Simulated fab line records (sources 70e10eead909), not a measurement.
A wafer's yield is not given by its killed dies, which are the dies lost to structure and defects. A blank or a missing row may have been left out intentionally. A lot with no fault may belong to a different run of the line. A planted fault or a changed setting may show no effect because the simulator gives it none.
Matching of chambers + flow nandHarc + NHARC_A_SLIT_DESCUM_14 on rieDiel-12: 4 sister chambers
The step chemistry O2, time 3 s. 4 wafers are shown with their chamber, then 9 later ones without.

## WAFERS PAIRED WITH THEIR CHAMBERS
| wafer  | chamber | showerheadPlenumPTorr (Torr) |
|--------|---------|------------------------------|
| L080.3 | 0       | 1.95                         |
| L081.6 | 3       | 1.88                         |
| L085.2 | 2       | 1.80                         |
| L085.6 | 1       | 1.79                         |

## WAFERS MISSING THEIR CHAMBER
| wafer  | showerheadPlenumPTorr (Torr) |
|--------|------------------------------|
| L088.2 | 1.88                         |
| L088.3 | 1.79                         |
| L088.5 | 1.88                         |
| L095.3 | 1.88                         |
| L095.4 | 1.80                         |
| L095.6 | 1.79                         |
| L097.1 | 1.79                         |
| L097.2 | 1.94                         |
| L097.6 | 1.80                         |

## EACH ONE'S CHAMBER
| wafer  | from the rows above | in truth |
|--------|---------------------|----------|
| L088.2 | 3                   | 3        |
| L088.3 | 1                   | 1        |
| L088.5 | 3                   | 3        |
| L095.3 | 3                   | 3        |
| L095.4 | 2                   | 2        |
| L095.6 | 1                   | 1        |
| L097.1 | 1                   | 1        |
| L097.2 | 0                   | 0        |
| L097.6 | 2                   | 2        |
Correctly placed: 9 of 9. Left unplaced by these rows: 0. 0 placed wrongly.
How it was worked out, from the rows above alone: a wafer's distance from a chamber is the root of the sum, over the readings, of the square of ((its reading less the chamber's mean) divided by the reading's scatter). The wafer belongs to the nearest chamber; if the next one is less than 2 further off, it can't be placed. The mean given for a chamber averages the wafers shown for that chamber. The scatter (one wafer shown for each chamber): square how far every hidden wafer sits from the nearest shown wafer, average those squares and take the square root.
